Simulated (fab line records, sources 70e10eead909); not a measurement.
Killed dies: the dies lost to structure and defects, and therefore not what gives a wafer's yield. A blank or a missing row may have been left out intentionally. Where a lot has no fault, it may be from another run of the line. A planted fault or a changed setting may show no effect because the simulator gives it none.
The tool behind it: which one? ; flow nand harc ; Sampling: 7 lots, 19 wafers, 4 of 1302 route steps

## WHAT THE GAUGES SHOWED, per wafer
NHARC_A_ONON_D2_THK_MEAS_02: measures by ellipsometry.
lot;measured;on;thk nm (nm)
L242;day 13 14:25;film metro-02;1003 1003 1003
L247;day 15 19:04;film metro-02;1526 1528
L250;day 16 18:36;film metro-01;989 1523
L253;day 18 08:43;film metro-02;1003 1000 1004
L256;day 19 18:41;film metro-02;1012 1012 1014
L259;day 20 22:59;film metro-02;1005 1006 1006
L262;day 21 17:56;film metro-01;998 995 996

## EACH LOT AND THE TOOL THAT RAN IT (in order: tool; ch and the chambers of the sampled wafers; start)
lot;NHARC_A_CHANNEL_FILL_D1_ETCHBACK_19;NHARC_A_DECK1_JOINT_CMP_02;NHARC_A_ONON_D2_DEP_00
L242;rie si-06 ch 0,3, day 11 04:05;cmp-01 ch 1,2,3, day 13 13:11;pecvd onon-02 ch 0, day 13 13:58
L247;rie si-02 ch 0,3, day 13 04:49;cmp-03 ch 2,3, day 15 17:49;pecvd onon-03 ch 0, day 15 18:37
L250;rie si-02 ch 0,2, day 14 05:41;cmp-04 ch 0,3, day 16 17:19;pecvd onon-03 ch 0, day 16 18:05
L253;rie si-02 ch 1,2,3, day 15 19:48;cmp-04 ch 0,2,3, day 18 07:19;pecvd onon-01 ch 0, day 18 08:12
L256;rie si-06 ch 1,2, day 17 05:35;cmp-01 ch 0,1, day 19 17:25;pecvd onon-03 ch 0, day 19 18:14
L259;rie si-02 ch 0,1, day 18 04:12;cmp-01 ch 0,1, day 20 21:43;pecvd onon-03 ch 0, day 20 22:29
L262;rie si-06 ch 1,2,3, day 19 08:02;cmp-03 ch 0,1,3, day 21 16:35;pecvd onon-02 ch 0, day 21 17:25
- NHARC_A_CHANNEL_FILL_D1_ETCHBACK_19: etches the open film in HBr/Cl2, target depth 5 nm, time 1.7 s.
- NHARC_A_DECK1_JOINT_CMP_02: polishes SiOx.
- NHARC_A_ONON_D2_DEP_00: target thk 1000 nm.

## THE ANSWER, worked out from the rows above alone
Rule: the usual values come from the lots themselves. The widest of any qualifying gaps counts: lots, ordered by their means at a reading, are off when they make up no more than a third of the lots, leave a main group of 4 or more, and stand apart from it by 3 or more times the standard deviation of that group's means. Not used: any main group whose means are identical at the precision the tables above print for the reading. A lot without any number at a reading at which 4 lots or more have one is off too. The other lots that the step has rows for count as sound.
Off: L247, L250 (NHARC_A_ONON_D2_THK_MEAS_02, thk nm). Mean 1004 nm and standard deviation 5.3 in the main group.
A tool fits if, at a process step before that reading, it ran every lot that is off, and no sound lot after the first of them. Those tools and the gauges at NHARC_A_ONON_D2_THK_MEAS_02 are tried in the same way. Not one of the candidates tried fits.

## WHAT HAD BEEN PUT IN BY THE SIMULATOR
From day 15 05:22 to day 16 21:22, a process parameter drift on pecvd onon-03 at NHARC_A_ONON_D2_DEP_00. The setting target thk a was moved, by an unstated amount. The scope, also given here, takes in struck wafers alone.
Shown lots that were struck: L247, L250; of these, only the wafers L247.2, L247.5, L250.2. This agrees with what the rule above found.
